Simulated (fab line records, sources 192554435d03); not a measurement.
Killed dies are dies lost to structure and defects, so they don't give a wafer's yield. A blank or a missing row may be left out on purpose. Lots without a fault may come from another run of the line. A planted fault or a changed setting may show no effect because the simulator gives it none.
Chamber matching | flow n5_finfet | N5_FIN_SAQP_HM_DEP_03 on pecvd-03: 3 sister chambers
The step deposits SiNx from SiH4/NH3/N2, target thk 38 nm, time 33.6 s. 3 wafers are shown with their chamber, then 10 later ones without.

WAFERS WITH THEIR CHAMBER
wafer  | chamber | showerhead_plenum_p_Torr (Torr)
L082.1 | 1       | 5.18
L091.1 | 0       | 5.25
L091.2 | 2       | 5.01

WAFERS WITHOUT THEIR CHAMBER
wafer  | showerhead_plenum_p_Torr (Torr)
L091.3 | 5.19
L092.3 | 5.27
L092.5 | 5.01
L092.6 | 5.28
L094.1 | 5.17
L094.4 | 5.01
L094.6 | 5.18
L096.2 | 5.02
L096.4 | 5.01
L096.6 | 5.18

WHICH CHAMBER EACH WENT THROUGH
wafer  | from the rows above | in truth
L091.3 | 1                   | 1
L092.3 | 0                   | 0
L092.5 | 2                   | 2
L092.6 | 0                   | 0
L094.1 | 1                   | 1
L094.4 | 2                   | 2
L094.6 | 1                   | 1
L096.2 | 2                   | 2
L096.4 | 2                   | 2
L096.6 | 1                   | 1
Placed correctly: 10 of 10. Can't be placed from these rows: 0. Placed wrongly: 0.
How it was worked out, from the rows above alone: a wafer's distance from a chamber is the root of the sum, over the readings, of the square of ((its reading less the chamber's mean) divided by the reading's scatter). The wafer belongs to the nearest chamber; if the next one is less than 2 further off, it can't be placed. A chamber's mean is the mean of its shown wafers. The scatter: with one shown wafer a chamber, the root of the mean of the squares of how far each hidden wafer lies from its nearest shown one.
